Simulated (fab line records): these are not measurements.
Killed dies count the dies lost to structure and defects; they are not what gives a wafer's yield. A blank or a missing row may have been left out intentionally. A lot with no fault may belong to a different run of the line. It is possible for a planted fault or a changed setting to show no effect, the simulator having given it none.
Chamber matching + flow nand harc + NHARC_A_WL_FILL_ALD_02 on ald metal-04 has 4 sister chambers
The step deposits TiN, target thk 2 nm, pulse time 3 s, ald cycles 100. 8 wafers are shown with their chamber, then 11 later ones without.

WAFERS, EACH WITH ITS CHAMBER
| wafer  | chamber | heater power w (W) | precursor pulse height rel |
|--------|---------|--------------------|----------------------------|
| L080.2 | 0       | 1017               | 1.023                      |
| L082.1 | 2       | 1064               | 1.035                      |
| L082.4 | 1       | 884                | 0.961                      |
| L082.5 | 3       | 949                | 0.962                      |
| L088.1 | 0       | 1005               | 1.020                      |
| L088.3 | 1       | 870                | 1.001                      |
| L088.5 | 2       | 1029               | 0.998                      |
| L088.2 | 3       | 956                | 1.040                      |

WAFERS WITH NO CHAMBER GIVEN
| wafer  | heater power w (W) | precursor pulse height rel |
|--------|--------------------|----------------------------|
| L088.4 | 1064               | 1.008                      |
| L088.6 | 892                | 1.012                      |
| L096.2 | 896                | 1.024                      |
| L096.4 | 1107               | 0.997                      |
| L096.5 | 1069               | 1.017                      |
| L093.1 | 966                | 0.994                      |
| L093.2 | 1060               | 1.026                      |
| L093.3 | 926                | 1.035                      |
| L097.1 | 1075               | 0.983                      |
| L097.5 | 893                | 0.971                      |
| L097.6 | 1091               | 1.011                      |

THE CHAMBER EACH PASSED THROUGH
| wafer  | from the rows above     | in truth                   |
|--------|-------------------------|----------------------------|
| L088.4 | 2                       | 2                          |
| L088.6 | 1                       | 1                          |
| L096.2 | 1                       | 1                          |
| L096.4 | 2                       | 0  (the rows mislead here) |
| L096.5 | 2                       | 2                          |
| L093.1 | 3                       | 3                          |
| L093.2 | 2                       | 2                          |
| L093.3 | can't be placed: 3 or 1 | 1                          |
| L097.1 | 2                       | 2                          |
| L097.5 | 1                       | 1                          |
| L097.6 | 2                       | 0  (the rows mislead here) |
8 of 11 placed correctly. Not placeable from these rows: 1 (in 1, the candidates include the true chamber). Wrongly placed: 2.
How it was worked out, from the rows above alone: a wafer's distance from a chamber is the root of the sum, over the readings, of the square of ((its reading less the chamber's mean) divided by the reading's scatter). The wafer belongs to the nearest chamber; if the next one is less than 2 further off, it can't be placed. For every chamber, the mean is computed from those of its wafers that are shown. The scatter: take each reading less its chamber's mean, square it, sum over the shown wafers, divide by the number of wafers less the number of chambers, and take the root.
